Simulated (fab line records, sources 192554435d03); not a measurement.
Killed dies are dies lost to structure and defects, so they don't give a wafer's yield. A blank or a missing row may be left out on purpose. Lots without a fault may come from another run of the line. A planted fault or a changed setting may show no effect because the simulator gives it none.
Which tool did it? | flow n5_finfet | 24 lots, 72 wafers sampled, at 3 steps of a route of 1938

WHAT THE GAUGES READ, wafer by wafer
N5_HKMG_FIN_OVL_MEAS_50. Usual: NDIPOLE_OVL 0.3 nm, standard deviation 0.62.
lot  | measured    | on         | NDIPOLE_OVL (nm) | flag
L074 | day 4 00:34 | overlay-02 | 0.0 -1.1 -0.9    |
L075 | day 4 05:33 | overlay-02 | 0.1 0.7 0.1      |
L076 | day 4 12:15 | overlay-02 | -0.2 0.3 -0.4    |
L077 | day 4 20:28 | overlay-01 | 0.3 1.0 1.0      |
L078 | day 4 23:01 | overlay-02 | 0.3 0.2 0.1      |
L079 | day 5 09:49 | overlay-02 | -0.1 -0.5 0.6    |
L080 | day 5 11:24 | overlay-02 | -0.3 -0.4 1.3    |
L081 | day 5 19:40 | overlay-02 | -0.8 -0.9 -0.4   |
L082 | day 6 00:44 | overlay-01 | -0.7 -0.1 0.3    |
L083 | day 6 07:53 | overlay-01 | 1.0 0.9 -0.1     |
L084 | day 6 16:10 | overlay-02 | 0.1 0.9 0.0      |
L085 | day 6 17:41 | overlay-01 | 0.2 -0.3 0.7     |
L086 | day 6 23:57 | overlay-02 | 0.9 -0.9 0.2     |
L087 | day 7 05:59 | overlay-02 | 0.8 0.0 0.3      |
L088 | day 7 13:37 | overlay-01 | 0.3 0.8 1.0      |
L089 | day 7 19:38 | overlay-02 | 0.3 0.4 0.8      |
L090 | day 7 23:58 | overlay-01 | 1.2 0.2 -0.6     |
L091 | day 8 08:19 | overlay-02 | -0.5 0.1 -0.6    |
L093 | day 8 17:57 | overlay-02 | 0.3 0.4 0.0      |
L092 | day 8 18:56 | overlay-01 | 1.2 0.8 0.2      |
L094 | day 9 00:19 | overlay-02 | 0.5 -0.3 0.5     |
L095 | day 9 08:27 | overlay-02 | 0.8 0.8 0.5      |
L096 | day 9 13:28 | overlay-02 | -0.7 0.8 0.8     |
L097 | day 9 18:17 | overlay-02 | 0.3 0.5 -0.5     |

N5_HKMG_FIN_CD_MEAS_12: target cd 92.8 nm. Usual: cd_nm 92.7 nm, standard deviation 0.58.
lot  | measured    | on        | cd_nm (nm)     | flag
L074 | day 4 03:56 | cd_sem-03 | 92.5 93.9 93.5 |
L075 | day 4 09:03 | cd_sem-03 | 92.2 92.3 91.6 |
L076 | day 4 15:37 | cd_sem-03 | 93.3 92.6 93.4 |
L077 | day 5 00:03 | cd_sem-03 | 92.0 93.7 91.7 |
L078 | day 5 02:26 | cd_sem-01 | 93.2 93.1 93.2 |
L079 | day 5 13:10 | cd_sem-02 | 92.3 92.4 93.7 |
L080 | day 5 14:47 | cd_sem-03 | 93.3 93.3 91.9 |
L081 | day 5 23:18 | cd_sem-02 | 93.0 92.1 92.1 |
L082 | day 6 04:45 | cd_sem-02 | 91.6 91.9 92.4 |
L083 | day 6 11:25 | cd_sem-01 | 92.9 93.4 92.7 |
L084 | day 6 20:08 | cd_sem-01 | 91.7 92.8 91.7 |
L085 | day 6 20:55 | cd_sem-02 | 93.5 93.8 92.9 |
L086 | day 7 03:59 | cd_sem-02 | 92.5 93.0 92.5 |
L087 | day 7 09:32 | cd_sem-03 | 92.8 92.8 92.5 |
L088 | day 7 17:35 | cd_sem-01 | 92.9 93.3 92.0 |
L089 | day 7 23:08 | cd_sem-02 | 92.8 91.8 93.0 |
L090 | day 8 03:15 | cd_sem-01 | 92.8 92.5 92.1 |
L091 | day 8 11:31 | cd_sem-02 | 91.6 92.3 91.5 |
L093 | day 8 21:17 | cd_sem-01 | 92.4 93.2 93.5 |
L092 | day 8 22:15 | cd_sem-03 | 93.1 92.7 92.3 |
L094 | day 9 03:45 | cd_sem-03 | 92.1 92.9 92.8 |
L095 | day 9 11:49 | cd_sem-03 | 93.0 92.2 92.5 |
L096 | day 9 16:55 | cd_sem-03 | 92.1 93.3 93.3 |
L097 | day 9 21:41 | cd_sem-02 | 93.5 92.0 92.8 |

WHICH TOOL RAN EACH LOT (tool, then ch and the chambers of the sampled wafers, then the start)
lot  | N5_HKMG_FIN_ALD_75
L074 | ald_hk-02 ch 0,2,3, day 4 00:04
L075 | ald_hk-02 ch 0,1,3, day 4 05:03
L076 | ald_hk-02 ch 0,3, day 4 11:46
L077 | ald_hk-01 ch 0,1, day 4 19:58
L078 | ald_hk-01 ch 1,2,3, day 4 22:39
L079 | ald_hk-03 ch 0,1,3, day 5 09:20
L080 | ald_hk-02 ch 0,1,3, day 5 10:54
L081 | ald_hk-02 ch 0,1,3, day 5 19:10
L082 | ald_hk-03 ch 1,2, day 6 00:14
L083 | ald_hk-03 ch 1,2, day 6 07:31
L084 | ald_hk-01 ch 1,2,3, day 6 15:47
L085 | ald_hk-01 ch 0,1,2, day 6 17:11
L086 | ald_hk-02 ch 0,1,2, day 6 23:27
L087 | ald_hk-03 ch 2,3, day 7 05:29
L088 | ald_hk-02 ch 0,1,2, day 7 13:01
L089 | ald_hk-02 ch 0,2,3, day 7 19:16
L090 | ald_hk-01 ch 0,1,2, day 7 23:36
L091 | ald_hk-02 ch 0,1, day 8 07:49
L093 | ald_hk-01 ch 0,2,3, day 8 17:27
L092 | ald_hk-03 ch 0,1,2, day 8 18:26
L094 | ald_hk-01 ch 0,3, day 8 23:56
L095 | ald_hk-02 ch 1,3, day 9 07:58
L096 | ald_hk-02 ch 0,1,2, day 9 12:58
L097 | ald_hk-01 ch 0,1,3, day 9 17:54
- N5_HKMG_FIN_ALD_75: deposits Al2O3, target thk 1 nm, co reactant pulse time 1 s.

WHAT THE TOOLS THEMSELVES READ (means of the sampled wafers that have a number; where no wafer has one, the mark that the record gives instead)
N5_HKMG_FIN_ALD_75. Usual: heater_power_w 149 W, standard deviation 11; precursor_pulse_height_rel 1.002, standard deviation 0.02.
lot  | tool      | heater_power_w (W) | precursor_pulse_height_rel | flag
L074 | ald_hk-02 | 148                | 1.003                      |
L075 | ald_hk-02 | 149                | 1.019                      |
L076 | ald_hk-02 | 151                | 1.003                      |
L077 | ald_hk-01 | 155                | 1.010                      |
L078 | ald_hk-01 | 144                | 1.004                      |
L079 | ald_hk-03 | 148                | 1.002                      |
L080 | ald_hk-02 | 148                | 1.008                      |
L081 | ald_hk-02 | 150                | 1.005                      |
L082 | ald_hk-03 | 155                | 1.011                      |
L083 | ald_hk-03 | 155                | 1.017                      |
L084 | ald_hk-01 | 147                | 1.008                      |
L085 | ald_hk-01 | 151                | 0.998                      |
L086 | ald_hk-02 | 147                | 0.995                      |
L087 | ald_hk-03 | 153                | 1.007                      |
L088 | ald_hk-02 | 149                | 0.999                      |
L089 | ald_hk-02 | 147                | 1.011                      |
L090 | ald_hk-01 | 150                | 0.990                      |
L091 | ald_hk-02 | 150                | 1.002                      |
L093 | ald_hk-01 | 160                | 0.982                      |
L092 | ald_hk-03 | 146                | 1.005                      |
L094 | ald_hk-01 | 158                | 0.989                      |
L095 | ald_hk-02 | 145                | 0.996                      |
L096 | ald_hk-02 | 148                | 0.994                      |
L097 | ald_hk-01 | 150                | 0.985                      |

THE ANSWER, worked out from the rows above alone
Rule: a lot is off if the mean of its wafers that have a number lies more than 3 standard deviations from the usual mean. A lot without any number at a reading at which 4 lots or more have one is off too. The other lots that the step has rows for count as sound. The gauges are gone through in route order, then the tools' own readings, and for those a lot's mean is taken as printed above. The first step at which some lot is off is used, and at that step the reading that is off furthest; a lot without a number counts as furthest.
No lot is off at any reading shown: from this, nothing can be told.

WHAT THE SIMULATOR HAD PUT IN
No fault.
